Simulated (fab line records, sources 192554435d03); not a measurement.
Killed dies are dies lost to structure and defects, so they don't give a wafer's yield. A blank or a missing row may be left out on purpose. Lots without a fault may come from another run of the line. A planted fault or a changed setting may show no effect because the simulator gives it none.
Which tool did it? | flow n5_finfet | 9 lots, 27 wafers sampled, at 5 steps of a route of 1938

WHAT THE GAUGES READ, wafer by wafer
The record holds no reading of a measuring or inspecting step that can be judged against a usual standard deviation.

WHICH TOOL RAN EACH LOT (tool, then ch and the chambers of the sampled wafers, then the start)
lot  | N5_BEOL_M12_VIA_ETCH_16            | N5_BEOL_M12_ETCH_68                | N5_BEOL_M12_TRENCH_ETCH_34         | N5_BEOL_M12_ETCH_38                | N5_PASSIVATION_PROBE_49
L488 | rie_diel-01 ch 0,3, day 10 19:04   | rie_diel-01 ch 0,3, day 10 20:14   | rie_diel-01 ch 0,3, day 10 20:25   | rie_diel-03 ch 0,2,3, day 10 22:04 | -
L490 | rie_diel-01 ch 1,3, day 11 03:54   | rie_diel-01 ch 0,1,3, day 11 05:08 | rie_diel-01 ch 0,1,3, day 11 05:19 | rie_diel-01 ch 0,1,3, day 11 08:28 | prober-01, day 13 04:12
L492 | rie_diel-03 ch 0,3, day 11 18:13   | rie_diel-01 ch 0,1, day 11 19:30   | rie_diel-01 ch 0,1, day 11 19:41   | rie_diel-06 ch 0,1,2, day 11 23:26 | prober-01, day 13 10:57
L503 | rie_diel-01 ch 2,3, day 14 17:43   | rie_diel-03 ch 0,1,3, day 14 18:44 | rie_diel-03 ch 0,1,3, day 14 18:55 | rie_diel-06 ch 0,1, day 14 19:26   | prober-01, day 16 07:57
L504 | rie_diel-03 ch 1,2,3, day 15 06:34 | rie_diel-01 ch 0,1,3, day 15 07:34 | rie_diel-01 ch 0,1,3, day 15 07:45 | rie_diel-01 ch 1,2,3, day 15 09:17 | -
L505 | rie_diel-03 ch 0,1,3, day 15 07:51 | rie_diel-01 ch 1,2,3, day 15 08:58 | rie_diel-01 ch 1,2,3, day 15 09:10 | rie_diel-06 ch 0,3, day 15 09:32   | -
L506 | rie_diel-06 ch 0,3, day 15 08:18   | rie_diel-01 ch 0,2, day 15 09:34   | rie_diel-01 ch 0,2, day 15 09:45   | rie_diel-06 ch 0,1,2, day 15 10:01 | -
L508 | rie_diel-03 ch 1,2,3, day 16 20:58 | rie_diel-01 ch 1,3, day 16 22:05   | rie_diel-01 ch 1,3, day 16 22:16   | rie_diel-01 ch 0,2,3, day 16 23:46 | -
L509 | rie_diel-01 ch 0,2,3, day 18 05:12 | rie_diel-03 ch 0,1,3, day 18 06:12 | rie_diel-03 ch 0,1,3, day 18 06:23 | rie_diel-06 ch 1,2,3, day 18 08:02 | prober-01, day 19 17:58
- N5_BEOL_M12_VIA_ETCH_16: etches SiOC in C4F8/O2/Ar, target depth 724.8 nm.
- N5_BEOL_M12_ETCH_68: etches SOC in N2/H2, time 285 s.
- N5_BEOL_M12_TRENCH_ETCH_34: etches SiOC in C4F8/O2/Ar, target depth 318.95 nm, time 125.5 s.
- N5_BEOL_M12_ETCH_38: etches SiCN in CF4/N2, target depth 68.7 nm, time 73.4 s.
- N5_PASSIVATION_PROBE_49

WHAT THE TOOLS THEMSELVES READ (means of the sampled wafers that have a number; where no wafer has one, the mark that the record gives instead)
N5_BEOL_M12_VIA_ETCH_16.
lot  | tool        | drypump_motor_current_A (A) | he_inner_torr (Torr) | he_outer_torr (Torr) | oes_product_au (a.u.) | rf_vpp_V (V) | showerhead_plenum_p_Torr (Torr) | throttle_valve_pct (%)
L488 | rie_diel-01 | 5.7                         | 14.99                | 30.04                | 0.76                  | 667.6        | 3.50                            | 23.82
L490 | rie_diel-01 | 5.5                         | 15.03                | 30.02                | 0.73                  | 664.2        | 3.41                            | 24.10
L492 | rie_diel-03 | 5.3                         | 15.01                | 30.02                | 0.75                  | 666.8        | 3.47                            | 24.39
L503 | rie_diel-01 | 5.6                         | 15.00                | 29.96                | 0.75                  | 665.1        | 3.38                            | 24.09
L504 | rie_diel-03 | 5.7                         | 15.02                | 29.99                | 0.72                  | 664.1        | 3.37                            | 24.11
L505 | rie_diel-03 | 5.4                         | 14.99                | 30.01                | 0.68                  | 666.5        | 3.42                            | 24.28
L506 | rie_diel-06 | 5.6                         | 15.01                | 29.98                | 0.67                  | 663.7        | 3.37                            | 24.26
L508 | rie_diel-03 | 5.8                         | 14.99                | 30.02                | 0.70                  | 664.2        | 3.37                            | 24.12
L509 | rie_diel-01 | 5.7                         | 15.03                | 29.97                | 0.72                  | 665.9        | 3.44                            | 24.05

N5_BEOL_M12_ETCH_68.
lot  | tool        | drypump_motor_current_A (A) | oes_product_au (a.u.) | rf_vpp_V (V) | run_length_s (s) | showerhead_plenum_p_Torr (Torr) | throttle_valve_pct (%)
L488 | rie_diel-01 | 5.69                        | 0.83                  | 525.0        | 307.9            | 2.63                            | 17.54
L490 | rie_diel-01 | 5.56                        | 0.79                  | 525.2        | 308.2            | 2.61                            | 17.71
L492 | rie_diel-01 | 5.66                        | 0.78                  | 526.9        | 302.4            | 2.67                            | 17.72
L503 | rie_diel-03 | 5.41                        | 0.76                  | 524.3        | 308.1            | 2.54                            | 17.74
L504 | rie_diel-01 | 5.57                        | 0.77                  | 524.5        | 308.2            | 2.59                            | 17.77
L505 | rie_diel-01 | 5.55                        | 0.81                  | 524.2        | 308.2            | 2.56                            | 17.87
L506 | rie_diel-01 | 5.70                        | 0.85                  | 526.1        | 308.0            | 2.63                            | 17.79
L508 | rie_diel-01 | 5.48                        | 0.73                  | 523.8        | 308.1            | 2.57                            | 17.94
L509 | rie_diel-03 | 5.40                        | 0.73                  | 523.8        | 308.3            | 2.53                            | 17.79

N5_BEOL_M12_TRENCH_ETCH_34.
lot  | tool        | drypump_motor_current_A (A) | he_inner_torr (Torr) | he_outer_torr (Torr) | oes_product_au (a.u.) | rf_vpp_V (V) | showerhead_plenum_p_Torr (Torr) | throttle_valve_pct (%)
L488 | rie_diel-01 | 5.66                        | 15.017               | 30.01                | 0.84                  | 667.7        | 3.50                            | 23.82
L490 | rie_diel-01 | 5.57                        | 14.992               | 29.99                | 0.80                  | 666.9        | 3.48                            | 24.02
L492 | rie_diel-01 | 5.65                        | 14.979               | 29.99                | 0.78                  | 669.8        | 3.55                            | 23.95
L503 | rie_diel-03 | 5.41                        | 15.007               | 29.99                | 0.76                  | 665.2        | 3.43                            | 24.27
L504 | rie_diel-01 | 5.58                        | 15.013               | 29.97                | 0.77                  | 666.4        | 3.46                            | 24.06
L505 | rie_diel-01 | 5.55                        | 14.978               | 30.01                | 0.81                  | 666.0        | 3.44                            | 24.21
L506 | rie_diel-01 | 5.69                        | 14.996               | 29.95                | 0.85                  | 667.8        | 3.50                            | 24.10
L508 | rie_diel-01 | 5.49                        | 15.005               | 30.03                | 0.74                  | 665.7        | 3.43                            | 24.27
L509 | rie_diel-03 | 5.40                        | 15.021               | 29.96                | 0.72                  | 665.4        | 3.41                            | 24.32

N5_BEOL_M12_ETCH_38.
lot  | tool        | drypump_motor_current_A (A) | oes_product_au (a.u.) | rf_vpp_V (V) | showerhead_plenum_p_Torr (Torr) | throttle_valve_pct (%)
L488 | rie_diel-03 | 5.58                        | 0.75                  | 382.7        | 2.21                            | 15.52
L490 | rie_diel-01 | 5.57                        | 0.80                  | 383.3        | 2.25                            | 15.33
L492 | rie_diel-06 | 5.68                        | 0.77                  | 382.0        | 2.20                            | 15.54
L503 | rie_diel-06 | 5.81                        | 0.84                  | 381.7        | 2.17                            | 15.34
L504 | rie_diel-01 | 5.54                        | 0.79                  | 382.7        | 2.22                            | 15.47
L505 | rie_diel-06 | 5.39                        | 0.72                  | 382.4        | 2.23                            | 15.78
L506 | rie_diel-06 | 5.68                        | 0.83                  | 381.4        | 2.19                            | 15.42
L508 | rie_diel-01 | 5.63                        | 0.80                  | 382.9        | 2.23                            | 15.29
L509 | rie_diel-06 | 5.42                        | 0.77                  | 382.2        | 2.24                            | 15.71

N5_PASSIVATION_PROBE_49.
lot  | tool      | defect_limited_yield (%) | killed_at_M0_to_M3 | killed_at_M4_up | killed_at_contacts | killed_at_front_end | killed_at_other | killed_dies | killed_open | killed_short | sort_bin_4_leakage (%) | sort_bin_5_function (%) | sort_bin_6_memory (%) | sort_bin_8_speed (%) | sort_n_pass | sort_yield_pct (%)
L490 | prober-01 | 90.9                     | 40                 | 13              | 11                 | 39                  | 4.0             | 108         | 71          | 34           | 0.00                   | 5.4                     | 3.4                   | 0.00                 | 1072        | 90.9
L492 | prober-01 | 90.7                     | 29                 | 14              | 13                 | 49                  | 6.0             | 110         | 77          | 33           | 0.00                   | 5.2                     | 3.8                   | 0.00                 | 1070        | 90.7
L503 | prober-01 | 92.4                     | 29                 | 11              | 12                 | 31                  | 6.0             | 89          | 58          | 30           | 0.00                   | 4.3                     | 2.9                   | 0.00                 | 1091        | 92.4
L509 | prober-01 | 92.1                     | 33                 | 9               | 15                 | 31                  | 4.7             | 93          | 60          | 30           | 0.00                   | 4.8                     | 2.7                   | 0.00                 | 1087        | 92.1

THE ANSWER, worked out from the rows above alone
Rule: what is usual is taken from the lots themselves. Put in order of their means at a reading, lots are off if they are a third of the lots or fewer, leave a main group of 4 or more, and stand apart from it by a gap of 3 or more times the standard deviation of the main group's means; of several such gaps the widest counts. A main group whose means are all the same, to the digits that the tables above print for the reading, isn't used. A lot without any number at a reading at which 4 lots or more have one is off too. The other lots that the step has rows for count as sound. The gauges are gone through in route order, then the tools' own readings, and for those a lot's mean is taken as printed above. The first step at which some lot is off is used, and at that step the reading that is off furthest; a lot without a number counts as furthest.
Off: L492, at N5_BEOL_M12_ETCH_68 (run_length_s). The main group: mean 308.1 s, standard deviation 0.12.
A tool fits if, at that step or a process step before it, it ran every lot that is off, and no sound lot after the first of them. None of those tried fits.

WHAT THE SIMULATOR HAD PUT IN
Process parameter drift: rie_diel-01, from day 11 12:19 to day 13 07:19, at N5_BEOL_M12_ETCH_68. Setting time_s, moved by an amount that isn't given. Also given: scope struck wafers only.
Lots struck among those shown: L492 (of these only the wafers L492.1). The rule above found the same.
